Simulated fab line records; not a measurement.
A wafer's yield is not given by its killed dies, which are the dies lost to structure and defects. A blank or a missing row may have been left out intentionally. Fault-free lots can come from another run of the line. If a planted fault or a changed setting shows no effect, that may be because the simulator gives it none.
Which of the tools did it? ; flow n5Finfet ; 10 lots, 30 wafers sampled, at 4 steps of a route of 1938

## WHAT THE GAUGES READ, wafer by wafer
N5_BEOL_M5_CD_MEAS_28: target cd 30.6 nm, target cd y 20 nm.
lot;measured;on;cdNm (nm)
L219;day 8 15:54;cdSem-02;30.79 30.57 30.66
L220;day 9 01:23;cdSem-01;30.71 30.05 30.69
L221;day 9 01:35;cdSem-01;30.71 30.47 30.66
L223;day 10 05:55;cdSem-02;30.88 30.51 30.63
L225;day 10 07:42;cdSem-01;30.57 30.43 30.64
L227;day 10 12:17;cdSem-02;30.57 30.50 30.40
L229;day 11 08:40;cdSem-01;30.94 31.27 30.76
L233;day 12 20:49;cdSem-01;30.31 30.38 30.15
L240;day 14 01:51;cdSem-03;32.01 32.13 32.06
L242;day 14 11:22;cdSem-01;31.79 31.67 31.59

## WHICH TOOL RAN EACH LOT (tool, then ch and the chambers of the sampled wafers, then the start)
lot;N5_BEOL_M4_DEP_57;N5_BEOL_M5_ETCH_61;N5_BEOL_M5_EXPOSE_25
L219;pecvd-03 ch 0,1,2, day 8 11:56;rieDiel-03 ch 0,2,3, day 8 14:28;euvScanner-02 ch 0, day 8 15:46
L220;pecvd-01 ch 0,2, day 8 20:32;rieDiel-03 ch 1,2, day 9 00:34;euvScanner-02 ch 0, day 9 01:14
L221;pecvd-01 ch 0,2, day 8 21:00;rieDiel-06 ch 1,3, day 9 00:36;euvScanner-01 ch 0, day 9 01:26
L223;pecvd-01 ch 0,1, day 9 23:19;rieDiel-06 ch 0,2, day 10 02:55;euvScanner-01 ch 0, day 10 05:46
L225;pecvd-03 ch 0,1,2, day 10 03:01;rieDiel-03 ch 0,2,3, day 10 06:31;euvScanner-02 ch 0, day 10 07:35
L227;pecvd-03 ch 0,1,2, day 10 06:25;rieDiel-06 ch 0,2, day 10 08:46;euvScanner-02 ch 0, day 10 12:10
L229;pecvd-02 ch 0,1, day 11 04:11;rieDiel-04 ch 0,1, day 11 07:27;euvScanner-02 ch 0, day 11 08:31
L233;pecvd-01 ch 0,1,2, day 12 12:34;rieDiel-06 ch 0,1,3, day 12 17:43;euvScanner-01 ch 0, day 12 20:41
L240;pecvd-01 ch 0,1, day 13 20:44;rieDiel-06 ch 2,3, day 14 00:28;euvScanner-02 ch 0, day 14 01:43
L242;pecvd-01 ch 0,1, day 14 06:35;rieDiel-06 ch 2,3, day 14 09:53;euvScanner-02 ch 0, day 14 11:14
- N5_BEOL_M4_DEP_57: deposits SiCN from 3MS/NH3, target thk 8 nm, time 14 s.
- N5_BEOL_M5_ETCH_61: etches SiARC in CF4, target depth 15.6 nm, time 26 s.
- N5_BEOL_M5_EXPOSE_25: exposes mask V4, defocus 10 nm.

## THE ANSWER, worked out from the rows above alone
Rule: what is usual is taken from the lots themselves. The widest of any qualifying gaps counts: lots, ordered by their means at a reading, are off when they make up no more than a third of the lots, leave a main group of 4 or more, and stand apart from it by 3 or more times the standard deviation of that group's means. A main group whose means are all the same, to the digits that the tables above print for the reading, isn't used. A lot without any number at a reading at which 4 lots or more have one is off too. The other lots that the step has rows for count as sound.
Off: L240, L242 (N5_BEOL_M5_CD_MEAS_28, cdNm). The main group has a mean of 30.59 nm with a standard deviation of 0.19.
A tool fits if, at a process step before that reading, it ran every lot that is off, and no sound lot after the first of them. The gauges at N5_BEOL_M5_CD_MEAS_28 are tried like those tools. Can't be told from this: 3 tools fit, pecvd-01 at N5_BEOL_M4_DEP_57, rieDiel-06 at N5_BEOL_M5_ETCH_61, euvScanner-02 at N5_BEOL_M5_EXPOSE_25.

## WHAT THE SIMULATOR HAD PUT IN
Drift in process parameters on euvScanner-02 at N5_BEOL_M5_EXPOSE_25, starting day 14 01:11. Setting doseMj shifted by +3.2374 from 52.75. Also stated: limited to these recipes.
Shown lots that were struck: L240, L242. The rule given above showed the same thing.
